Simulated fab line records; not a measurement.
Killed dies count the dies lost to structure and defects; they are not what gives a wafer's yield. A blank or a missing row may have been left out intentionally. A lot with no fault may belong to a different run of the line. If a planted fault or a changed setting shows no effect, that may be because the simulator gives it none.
8D (eight disciplines) problem report, filled in by code || flow n5 finfet || the parts of the form that need people (team, actions taken, sign-off) are left out

1. THE PROBLEM
killed_at_M4_up at N5_PASSIVATION_PROBE_49 reads a mean of 81 on 2 wafers of 2 lots; wafers without a fault read 15 with a standard deviation of 5.5. That is +12 standard deviations from the usual mean.
First seen on wafer L423.3, day 18 01:33, on prober-01. At this step, 38 wafers from 13 lots have a number in the record. Rule for "out" (also "out of limits"): further than 4 standard deviations from the usual mean. The other wafers with a number count as sound.

2. WHAT IT IS, AND WHAT IT ISN'T
{"question": "which readings at this step", "is": "killed_at_M4_up", "is not": "killed_at_M0_to_M3, killed at contacts, killed at front end, killed at other, killed open, killed short, sort_bin_4_leakage, sort_bin_6_memory"}
{"question": "which lots", "is": "L423, L424", "is not": "L407, L408, L410, L411, L412, L413, L414, L416, L417, L418, L419"}
{"question": "which wafers of those lots", "is": "L423.3, L424.4", "is not": "L423.2, L423.6, L424.5, L424.6"}
{"question": "read on which tools", "is": "prober-01", "is not": "prober-02"}
{"question": "when", "is": "from day 18 01:33", "is not": "up to then (33 sound wafers); but 3 sound wafers of L423, L424 came after"}

3. WHAT RULES OUT EACH SUSPECT
Counting: any tool at a process step up to the reading remains a suspect provided it ran every lot that is out. Sound lots after the first of them don't rule it out here, since some wafers of a struck lot are sound.
- pvd sputter-02 at N5_BEOL_M5_SPUTTER_83 (material Cu, target thk 15 nm, time 27.62 s): kept. Every lot that is out went through it, the first being L423 (day 13 22:16); the last sound lot it ran before that was L418 (day 12 18:01).
- prober-01 at N5_PASSIVATION_PROBE_49: kept. Every lot that is out went through it, the first being L423 (day 18 01:30); the last sound lot it ran before that was L419 (day 17 06:34). Its own killed_at_M4_up readings are out on those wafers.
After counting, pvd sputter-02 at N5_BEOL_M5_SPUTTER_83 and prober-01 at N5_PASSIVATION_PROBE_49 remain.

4. THE CAUSE (what the simulator had put in)
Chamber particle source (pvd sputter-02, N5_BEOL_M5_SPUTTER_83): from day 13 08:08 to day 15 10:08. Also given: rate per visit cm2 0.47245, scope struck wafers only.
This tool is one of the 2 suspects left after counting.

5. SEQUENCE OF EFFECTS, ordered by route
One row per reading whose mean, taken over the struck wafers that have a number, lies over 3 standard deviations from the usual. Only readings whose record carries a usual standard deviation are examined. hours: median over the lots of the time between each lot's start at the first step of this table that gives one and its start at this step. sigmas: the change, counted in usual standard deviations.
{"hours": 0, "step": "N5_PASSIVATION_PROBE_49", "reading": "defect limited yield", "usual": "91.0 %", "on struck wafers": 86.2, "change": -4.8, "sigmas": -3.4}
{"hours": 0, "step": "N5_PASSIVATION_PROBE_49", "reading": "killed_at_M4_up", "usual": 15, "on struck wafers": 81, "change": "+66", "sigmas": "+12"}
{"hours": 0, "step": "N5_PASSIVATION_PROBE_49", "reading": "killed dies", "usual": 106, "on struck wafers": 163, "change": "+57", "sigmas": "+3.4"}
{"hours": 0, "step": "N5_PASSIVATION_PROBE_49", "reading": "killed on rim", "usual": 14, "on struck wafers": 30, "change": "+16", "sigmas": "+4.0"}
{"hours": 0, "step": "N5_PASSIVATION_PROBE_49", "reading": "sort_bin_5_function", "usual": "5.3 %", "on struck wafers": 9.2, "change": "+3.9", "sigmas": "+3.9"}
{"hours": 0, "step": "N5_PASSIVATION_PROBE_49", "reading": "sort n pass", "usual": 1073, "on struck wafers": 1017, "change": -56, "sigmas": -3.3}
{"hours": 0, "step": "N5_PASSIVATION_PROBE_49", "reading": "sort yield pct", "usual": "91.0 %", "on struck wafers": 86.2, "change": -4.8, "sigmas": -3.4}
The process steps in it:
- N5_PASSIVATION_PROBE_49

6. WHAT WOULD HAVE CAUGHT IT SOONER
First out-of-limits reading in this record: day 18 01:33, which is 113 hours after fault onset at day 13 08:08.
Tool readings at N5_BEOL_M5_SPUTTER_83 with a usual standard deviation given in the record: none out on any struck wafer, hence no alarm at a limit of 4 standard deviations on them.
By day 18 01:33 the whole set of lots that are out, 2 in number, had already begun N5_BEOL_M5_SPUTTER_83 on pvd sputter-02. None of them would have been spared by holding the tool at that moment.
